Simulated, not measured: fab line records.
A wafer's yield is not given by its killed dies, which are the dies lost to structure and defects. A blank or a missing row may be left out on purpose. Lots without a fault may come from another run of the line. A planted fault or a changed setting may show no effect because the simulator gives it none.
Matching of chambers / flow n5_finfet / rie_diel-02 running N5_FIN_CUT_ETCH_21: 4 sister chambers
The step etches SOC in N2/H2, target depth 219 nm, overetch 43.8 nm, time 523.5 s. 4 wafers are shown with their chamber, then 11 later ones without.

## WAFERS WITH THEIR CHAMBER
wafer=L080.2; chamber=3; showerhead_plenum_p_Torr (Torr)=2.67
wafer=L082.3; chamber=0; showerhead_plenum_p_Torr (Torr)=2.43
wafer=L082.5; chamber=1; showerhead_plenum_p_Torr (Torr)=2.61
wafer=L085.3; chamber=2; showerhead_plenum_p_Torr (Torr)=2.54

## WAFERS WITHOUT THEIR CHAMBER
wafer=L085.5; showerhead_plenum_p_Torr (Torr)=2.67
wafer=L085.6; showerhead_plenum_p_Torr (Torr)=2.43
wafer=L088.1; showerhead_plenum_p_Torr (Torr)=2.54
wafer=L088.4; showerhead_plenum_p_Torr (Torr)=2.43
wafer=L088.5; showerhead_plenum_p_Torr (Torr)=2.43
wafer=L090.1; showerhead_plenum_p_Torr (Torr)=2.42
wafer=L090.3; showerhead_plenum_p_Torr (Torr)=2.61
wafer=L090.5; showerhead_plenum_p_Torr (Torr)=2.66
wafer=L094.1; showerhead_plenum_p_Torr (Torr)=2.60
wafer=L094.5; showerhead_plenum_p_Torr (Torr)=2.42
wafer=L094.6; showerhead_plenum_p_Torr (Torr)=2.66

## CHAMBER TAKEN BY EACH
wafer=L085.5; from the rows above=3; in truth=3
wafer=L085.6; from the rows above=0; in truth=0
wafer=L088.1; from the rows above=2; in truth=2
wafer=L088.4; from the rows above=0; in truth=0
wafer=L088.5; from the rows above=0; in truth=0
wafer=L090.1; from the rows above=0; in truth=0
wafer=L090.3; from the rows above=1; in truth=1
wafer=L090.5; from the rows above=3; in truth=3
wafer=L094.1; from the rows above=1; in truth=1
wafer=L094.5; from the rows above=0; in truth=0
wafer=L094.6; from the rows above=3; in truth=3
11 of 11 placed correctly. Can't be placed from these rows: 0. Placed wrongly: 0.
How it was worked out, from the rows above alone: a wafer's distance from a chamber is the root of the sum, over the readings, of the square of ((its reading less the chamber's mean) divided by the reading's scatter). The wafer belongs to the nearest chamber; if the next one is less than 2 further off, it can't be placed. For every chamber, the mean is computed from those of its wafers that are shown. The scatter: root of mean squared gap, hidden wafer to nearest shown wafer, with one shown wafer a chamber.
